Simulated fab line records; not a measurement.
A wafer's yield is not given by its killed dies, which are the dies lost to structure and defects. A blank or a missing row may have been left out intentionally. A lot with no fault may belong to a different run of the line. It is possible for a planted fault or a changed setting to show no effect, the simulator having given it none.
Chamber matching | flow n5_finfet | rie_diel-01 running N5_FIN_SAQP_ETCH_52: 3 sister chambers
The step etches SOC in N2/H2, target depth 100 nm, overetch 20 nm, time 150 s. 3 wafers are shown with their chamber, then 7 later ones without.

## WAFERS WITH THEIR CHAMBER
wafer  | chamber | throttle_valve_pct (%)
L089.1 | 1       | 18.0
L089.4 | 0       | 17.5
L090.5 | 2       | 18.3

## WAFERS MISSING THEIR CHAMBER
wafer  | throttle_valve_pct (%)
L091.1 | 18.0
L091.4 | 18.3
L095.1 | 17.5
L095.6 | 18.0
L097.1 | 18.4
L097.3 | 18.0
L097.6 | 17.5

## THE CHAMBER EACH PASSED THROUGH
wafer  | from the rows above | in truth
L091.1 | 1                   | 1
L091.4 | 2                   | 2
L095.1 | 0                   | 0
L095.6 | 1                   | 1
L097.1 | 2                   | 2
L097.3 | 1                   | 1
L097.6 | 0                   | 0
Correctly placed: 7 of 7. Can't be placed from these rows: 0. Number placed wrongly: 0.
How it was worked out, from the rows above alone: a wafer's distance from a chamber is the root of the sum, over the readings, of the square of ((its reading less the chamber's mean) divided by the reading's scatter). The wafer belongs to the nearest chamber; if the next one is less than 2 further off, it can't be placed. Each chamber's mean is taken over the wafers shown for it. The scatter: with one shown wafer a chamber, the root of the mean of the squares of how far each hidden wafer lies from its nearest shown one.
